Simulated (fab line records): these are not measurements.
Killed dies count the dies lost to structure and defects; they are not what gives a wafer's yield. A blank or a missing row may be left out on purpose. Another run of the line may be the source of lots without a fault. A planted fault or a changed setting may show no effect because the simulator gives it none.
The tool behind it: which one? + flow n5 finfet + 24 lots with 72 wafers sampled at 6 steps, on a route of 1938 steps

## WHAT EACH GAUGE READ, for each wafer
N5_BEOL_M2_INSPECT_13: inspects for defects (brightfield). Usual: raw defect count at 394, with a standard deviation of 92.
| lot  | measured     | on                | raw defect count | flag |
|------|--------------|-------------------|------------------|------|
| L074 | day 6 18:39  | defect inspect-01 | 496 369 452      |      |
| L075 | day 7 02:25  | defect inspect-02 | 423 279 330      |      |
| L077 | day 7 02:38  | defect inspect-01 | 397 331 295      |      |
| L076 | day 7 06:43  | defect inspect-02 | 568 401 331      |      |
| L078 | day 7 15:33  | defect inspect-02 | 271 440 463      |      |
| L079 | day 7 17:02  | defect inspect-01 | 294 401 325      |      |
| L080 | day 8 14:02  | defect inspect-01 | 316 411 301      |      |
| L081 | day 8 13:40  | defect inspect-01 | 345 260 400      |      |
| L082 | day 9 00:42  | defect inspect-02 | 272 286 295      |      |
| L083 | day 9 00:52  | defect inspect-01 | 394 588 491      |      |
| L084 | day 9 01:01  | defect inspect-01 | 704 508 415      |      |
| L085 | day 9 06:01  | defect inspect-02 | 470 356 399      |      |
| L086 | day 9 15:32  | defect inspect-02 | 470 368 521      |      |
| L087 | day 10 03:32 | defect inspect-02 | 335 383 328      |      |
| L088 | day 10 02:37 | defect inspect-01 | 419 637 619      |      |
| L089 | day 10 21:31 | defect inspect-01 | 385 239 371      |      |
| L090 | day 11 12:23 | defect inspect-02 | 462 376 416      |      |
| L091 | day 12 18:56 | defect inspect-01 | 442 461 324      |      |
| L092 | day 11 21:05 | defect inspect-01 | 323 348 212      |      |
| L094 | day 12 10:04 | defect inspect-02 | 316 485 350      |      |
| L093 | day 12 11:32 | defect inspect-01 | 231 291 356      |      |
| L095 | day 12 19:52 | defect inspect-02 | 408 304 273      |      |
| L096 | day 12 22:25 | defect inspect-01 | 309 340 360      |      |
| L097 | day 13 02:59 | defect inspect-02 | 481 326 360      |      |

## WHICH TOOL RAN EACH LOT (tool, then ch and the chambers of the sampled wafers, then the start)
| lot  | N5_BEOL_M1_STRIP_19                | N5_BEOL_M1_SPUTTER_79        | N5_BEOL_M1_ANNEAL_89         | N5_BEOL_M1_ANNEAL_91         | N5_BEOL_M1_ANNEAL_93         |
|------|------------------------------------|------------------------------|------------------------------|------------------------------|------------------------------|
| L074 | rie diel-06 ch 1,3, day 6 06:52    | pvd sputter-01, day 6 14:34  | pvd sputter-01, day 6 15:18  | pvd sputter-01, day 6 15:31  | pvd sputter-01, day 6 15:44  |
| L075 | rie diel-06 ch 1, day 6 13:23      | pvd sputter-02, day 6 22:22  | pvd sputter-02, day 6 23:06  | pvd sputter-02, day 6 23:19  | pvd sputter-02, day 6 23:32  |
| L077 | rie diel-02 ch 0,1, day 6 17:52    | pvd sputter-01, day 6 22:47  | pvd sputter-01, day 6 23:32  | pvd sputter-01, day 6 23:45  | pvd sputter-01, day 6 23:58  |
| L076 | rie diel-06 ch 0,1,2, day 6 19:11  | pvd sputter-03, day 7 03:08  | pvd sputter-03, day 7 03:56  | pvd sputter-03, day 7 04:11  | pvd sputter-03, day 7 04:25  |
| L078 | rie diel-06 ch 0,1,2, day 7 06:26  | pvd sputter-03, day 7 10:24  | pvd sputter-03, day 7 11:08  | pvd sputter-03, day 7 11:22  | pvd sputter-03, day 7 11:35  |
| L079 | rie diel-03 ch 1,2, day 7 10:08    | pvd sputter-02, day 7 13:04  | pvd sputter-02, day 7 13:48  | pvd sputter-02, day 7 14:01  | pvd sputter-02, day 7 14:14  |
| L080 | rie diel-03 ch 0,2, day 7 17:02    | pvd sputter-02, day 8 09:58  | pvd sputter-02, day 8 10:43  | pvd sputter-02, day 8 10:56  | pvd sputter-02, day 8 11:09  |
| L081 | rie diel-02 ch 0,1,2, day 7 21:51  | pvd sputter-03, day 8 08:11  | pvd sputter-03, day 8 08:56  | pvd sputter-03, day 8 09:09  | pvd sputter-03, day 8 09:22  |
| L082 | rie diel-06 ch 1,2,3, day 8 07:37  | pvd sputter-02, day 8 17:40  | pvd sputter-02, day 8 18:24  | pvd sputter-02, day 8 18:37  | pvd sputter-02, day 8 18:50  |
| L083 | rie diel-03 ch 1,3, day 8 07:55    | pvd sputter-01, day 8 17:55  | pvd sputter-01, day 8 18:40  | pvd sputter-01, day 8 18:53  | pvd sputter-01, day 8 19:06  |
| L084 | rie diel-06 ch 0,1,3, day 8 11:20  | pvd sputter-03, day 8 20:37  | pvd sputter-03, day 8 21:21  | pvd sputter-03, day 8 21:34  | pvd sputter-03, day 8 21:47  |
| L085 | rie diel-03 ch 0,1,2, day 8 21:05  | pvd sputter-01, day 9 01:43  | pvd sputter-01, day 9 02:27  | pvd sputter-01, day 9 02:40  | pvd sputter-01, day 9 02:53  |
| L086 | rie diel-06 ch 0,1,2, day 9 06:34  | pvd sputter-03, day 9 10:21  | pvd sputter-03, day 9 11:05  | pvd sputter-03, day 9 11:19  | pvd sputter-03, day 9 11:32  |
| L087 | rie diel-06 ch 0,1,3, day 9 09:06  | pvd sputter-03, day 9 23:52  | pvd sputter-03, day 10 00:36 | pvd sputter-03, day 10 00:49 | pvd sputter-03, day 10 01:02 |
| L088 | rie diel-03 ch 0,2,3, day 9 16:24  | pvd sputter-01, day 9 21:01  | pvd sputter-01, day 9 21:46  | pvd sputter-01, day 9 21:59  | pvd sputter-01, day 9 22:12  |
| L089 | rie diel-02 ch 0,2, day 10 07:10   | pvd sputter-01, day 10 17:52 | pvd sputter-01, day 10 18:37 | pvd sputter-01, day 10 18:50 | pvd sputter-01, day 10 19:03 |
| L090 | rie diel-02 ch 0,3, day 10 09:48   | pvd sputter-01, day 11 08:28 | pvd sputter-01, day 11 09:13 | pvd sputter-01, day 11 09:26 | pvd sputter-01, day 11 09:39 |
| L091 | rie diel-03 ch 0,3, day 10 20:56   | pvd sputter-01, day 12 12:19 | pvd sputter-01, day 12 13:03 | pvd sputter-01, day 12 13:16 | pvd sputter-01, day 12 13:29 |
| L092 | rie diel-06 ch 2,3, day 11 06:53   | pvd sputter-03, day 11 16:57 | pvd sputter-03, day 11 17:41 | pvd sputter-03, day 11 17:55 | pvd sputter-03, day 11 18:08 |
| L094 | rie diel-06 ch 0,1,3, day 11 11:25 | pvd sputter-03, day 12 05:05 | pvd sputter-03, day 12 05:49 | pvd sputter-03, day 12 06:02 | pvd sputter-03, day 12 06:16 |
| L093 | rie diel-03 ch 0,1,2, day 11 11:33 | pvd sputter-03, day 12 07:39 | pvd sputter-03, day 12 08:23 | pvd sputter-03, day 12 08:37 | pvd sputter-03, day 12 08:50 |
| L095 | rie diel-02 ch 0,2,3, day 11 15:16 | pvd sputter-01, day 12 15:34 | pvd sputter-01, day 12 16:19 | pvd sputter-01, day 12 16:32 | pvd sputter-01, day 12 16:45 |
| L096 | rie diel-02 ch 0,1,2, day 11 20:19 | pvd sputter-03, day 12 17:43 | pvd sputter-03, day 12 18:28 | pvd sputter-03, day 12 18:41 | pvd sputter-03, day 12 18:54 |
| L097 | rie diel-03 ch 1,2, day 12 10:30   | pvd sputter-03, day 12 22:50 | pvd sputter-03, day 12 23:35 | pvd sputter-03, day 12 23:48 | pvd sputter-03, day 13 00:01 |
- N5_BEOL_M1_STRIP_19: strips in O2.
- N5_BEOL_M1_SPUTTER_79: material Cu, target thk 4.5 nm, time 8.29 s.
- N5_BEOL_M1_ANNEAL_89: time 240 s.
- N5_BEOL_M1_ANNEAL_91: time 240 s.
- N5_BEOL_M1_ANNEAL_93: time 240 s.

## AS READ BY THE TOOLS THEMSELVES (means over the sampled wafers that have a number; for cases with no such wafer, the mark the record gives instead)
N5_BEOL_M1_STRIP_19. Usual: drypump motor current A 5.6 A, standard deviation 0.44; oes product au 0.79 a.u., standard deviation 0.097; rf vpp V 3.7 V, standard deviation 0.51; showerhead plenum p Torr 2.11 Torr, standard deviation 0.075; throttle valve pct 16.73 %, standard deviation 0.24.
| lot  | tool        | drypump motor current A (A) | oes product au (a.u.) | rf vpp V (V) | showerhead plenum p Torr (Torr) | throttle valve pct (%) | flag |
|------|-------------|-----------------------------|-----------------------|--------------|---------------------------------|------------------------|------|
| L074 | rie diel-06 | 5.5                         | 0.72                  | 3.7          | 2.14                            | 17.01                  |      |
| L075 | rie diel-06 | 5.6                         | 0.72                  | 3.3          | 2.18                            | 17.08                  |      |
| L077 | rie diel-02 | 5.8                         | 0.95                  | 3.8          | 2.09                            | 16.47                  |      |
| L076 | rie diel-06 | 5.7                         | 0.82                  | 3.5          | 2.09                            | 16.68                  |      |
| L078 | rie diel-06 | 5.8                         | 0.81                  | 3.4          | 2.08                            | 16.68                  |      |
| L079 | rie diel-03 | 5.5                         | 0.71                  | 4.1          | 2.05                            | 16.88                  |      |
| L080 | rie diel-03 | 4.9                         | 0.80                  | 4.0          | 2.03                            | 16.60                  |      |
| L081 | rie diel-02 | 6.0                         | 0.87                  | 3.5          | 2.13                            | 16.56                  |      |
| L082 | rie diel-06 | 5.8                         | 0.72                  | 4.0          | 2.08                            | 16.85                  |      |
| L083 | rie diel-03 | 5.8                         | 0.79                  | 4.2          | 2.19                            | 16.67                  |      |
| L084 | rie diel-06 | 5.4                         | 0.78                  | 3.6          | 2.10                            | 16.81                  |      |
| L085 | rie diel-03 | 5.3                         | 0.74                  | 4.0          | 2.06                            | 16.72                  |      |
| L086 | rie diel-06 | 5.8                         | 0.80                  | 3.7          | 2.08                            | 16.70                  |      |
| L087 | rie diel-06 | 5.4                         | 0.77                  | 3.7          | 2.10                            | 16.82                  |      |
| L088 | rie diel-03 | 5.2                         | 0.81                  | 4.1          | 2.09                            | 16.63                  |      |
| L089 | rie diel-02 | 5.7                         | 0.85                  | 4.0          | 2.10                            | 16.66                  |      |
| L090 | rie diel-02 | 5.7                         | 0.86                  | 3.8          | 2.05                            | 16.70                  |      |
| L091 | rie diel-03 | 5.0                         | 0.85                  | 3.9          | 2.11                            | 16.47                  |      |
| L092 | rie diel-06 | 6.1                         | 0.72                  | 3.8          | 2.03                            | 16.69                  |      |
| L094 | rie diel-06 | 5.4                         | 0.76                  | 3.8          | 2.09                            | 16.85                  |      |
| L093 | rie diel-03 | 5.4                         | 0.83                  | 3.7          | 2.14                            | 16.61                  |      |
| L095 | rie diel-02 | 5.8                         | 0.78                  | 3.8          | 2.09                            | 16.81                  |      |
| L096 | rie diel-02 | 6.0                         | 0.83                  | 3.7          | 2.13                            | 16.62                  |      |
| L097 | rie diel-03 | 5.8                         | 0.77                  | 3.7          | 2.18                            | 16.75                  |      |

N5_BEOL_M1_SPUTTER_79. Usual: throttle valve pct at 30.0 %, with a standard deviation of 1.2.
| lot  | tool           | throttle valve pct (%) | flag |
|------|----------------|------------------------|------|
| L074 | pvd sputter-01 | 29.7                   |      |
| L075 | pvd sputter-02 | 29.7                   |      |
| L077 | pvd sputter-01 | 30.0                   |      |
| L076 | pvd sputter-03 | 30.9                   |      |
| L078 | pvd sputter-03 | 30.9                   |      |
| L079 | pvd sputter-02 | 30.6                   |      |
| L080 | pvd sputter-02 | 30.1                   |      |
| L081 | pvd sputter-03 | 30.4                   |      |
| L082 | pvd sputter-02 | 30.8                   |      |
| L083 | pvd sputter-01 | 29.1                   |      |
| L084 | pvd sputter-03 | 30.1                   |      |
| L085 | pvd sputter-01 | 29.5                   |      |
| L086 | pvd sputter-03 | 30.2                   |      |
| L087 | pvd sputter-03 | 30.2                   |      |
| L088 | pvd sputter-01 | 29.2                   |      |
| L089 | pvd sputter-01 | 29.2                   |      |
| L090 | pvd sputter-01 | 29.4                   |      |
| L091 | pvd sputter-01 | 29.6                   |      |
| L092 | pvd sputter-03 | 31.0                   |      |
| L094 | pvd sputter-03 | 30.2                   |      |
| L093 | pvd sputter-03 | 30.1                   |      |
| L095 | pvd sputter-01 | 29.0                   |      |
| L096 | pvd sputter-03 | 30.0                   |      |
| L097 | pvd sputter-03 | 30.1                   |      |

N5_BEOL_M1_ANNEAL_89. Usual: heater power w at 862 W, with a standard deviation of 95.
| lot  | tool           | heater power w (W) | flag |
|------|----------------|--------------------|------|
| L074 | pvd sputter-01 | 842                |      |
| L075 | pvd sputter-02 | 963                |      |
| L077 | pvd sputter-01 | 821                |      |
| L076 | pvd sputter-03 | 885                |      |
| L078 | pvd sputter-03 | 869                |      |
| L079 | pvd sputter-02 | 905                |      |
| L080 | pvd sputter-02 | 984                |      |
| L081 | pvd sputter-03 | 947                |      |
| L082 | pvd sputter-02 | 947                |      |
| L083 | pvd sputter-01 | 814                |      |
| L084 | pvd sputter-03 | 784                |      |
| L085 | pvd sputter-01 | 869                |      |
| L086 | pvd sputter-03 | 788                |      |
| L087 | pvd sputter-03 | 799                |      |
| L088 | pvd sputter-01 | 806                |      |
| L089 | pvd sputter-01 | 807                |      |
| L090 | pvd sputter-01 | 799                |      |
| L091 | pvd sputter-01 | 880                |      |
| L092 | pvd sputter-03 | 867                |      |
| L094 | pvd sputter-03 | 785                |      |
| L093 | pvd sputter-03 | 790                |      |
| L095 | pvd sputter-01 | 848                |      |
| L096 | pvd sputter-03 | 821                |      |
| L097 | pvd sputter-03 | 788                |      |

N5_BEOL_M1_ANNEAL_91. Usual: heater power w at 865 W, with a standard deviation of 95.
| lot  | tool           | heater power w (W) | flag |
|------|----------------|--------------------|------|
| L074 | pvd sputter-01 | 848                |      |
| L075 | pvd sputter-02 | 980                |      |
| L077 | pvd sputter-01 | 832                |      |
| L076 | pvd sputter-03 | 865                |      |
| L078 | pvd sputter-03 | 866                |      |
| L079 | pvd sputter-02 | 918                |      |
| L080 | pvd sputter-02 | 983                |      |
| L081 | pvd sputter-03 | 963                |      |
| L082 | pvd sputter-02 | 954                |      |
| L083 | pvd sputter-01 | 812                |      |
| L084 | pvd sputter-03 | 804                |      |
| L085 | pvd sputter-01 | 876                |      |
| L086 | pvd sputter-03 | 781                |      |
| L087 | pvd sputter-03 | 792                |      |
| L088 | pvd sputter-01 | 807                |      |
| L089 | pvd sputter-01 | 799                |      |
| L090 | pvd sputter-01 | 791                |      |
| L091 | pvd sputter-01 | 893                |      |
| L092 | pvd sputter-03 | 880                |      |
| L094 | pvd sputter-03 | 793                |      |
| L093 | pvd sputter-03 | 800                |      |
| L095 | pvd sputter-01 | 853                |      |
| L096 | pvd sputter-03 | 819                |      |
| L097 | pvd sputter-03 | 796                |      |

N5_BEOL_M1_ANNEAL_93. Usual: heater power w at 864 W, with a standard deviation of 97.
| lot  | tool           | heater power w (W) | flag |
|------|----------------|--------------------|------|
| L074 | pvd sputter-01 | 847                |      |
| L075 | pvd sputter-02 | 983                |      |
| L077 | pvd sputter-01 | 816                |      |
| L076 | pvd sputter-03 | 875                |      |
| L078 | pvd sputter-03 | 884                |      |
| L079 | pvd sputter-02 | 906                |      |
| L080 | pvd sputter-02 | 995                |      |
| L081 | pvd sputter-03 | 960                |      |
| L082 | pvd sputter-02 | 959                |      |
| L083 | pvd sputter-01 | 798                |      |
| L084 | pvd sputter-03 | 795                |      |
| L085 | pvd sputter-01 | 882                |      |
| L086 | pvd sputter-03 | 794                |      |
| L087 | pvd sputter-03 | 798                |      |
| L088 | pvd sputter-01 | 811                |      |
| L089 | pvd sputter-01 | 805                |      |
| L090 | pvd sputter-01 | 800                |      |
| L091 | pvd sputter-01 | 881                |      |
| L092 | pvd sputter-03 | 877                |      |
| L094 | pvd sputter-03 | 787                |      |
| L093 | pvd sputter-03 | 798                |      |
| L095 | pvd sputter-01 | 838                |      |
| L096 | pvd sputter-03 | 824                |      |
| L097 | pvd sputter-03 | 793                |      |

## THE ANSWER, worked out from the rows above alone
Rule: a lot counts as off when the mean over its wafers that have a number is more than 3 standard deviations away from the usual mean. A lot without any number at a reading at which 4 lots or more have one is off too. Where the step has rows for the other lots, those lots are counted as sound. Order of review: gauges by route order, followed by the tools' own readings, for which a lot's mean as printed above is used. At the first step where some lot is off, the reading lying furthest off is the one used; lots without a number count as furthest.
Nothing can be told from this: no lot is off at any reading shown.

## WHAT WAS PUT IN BY THE SIMULATOR
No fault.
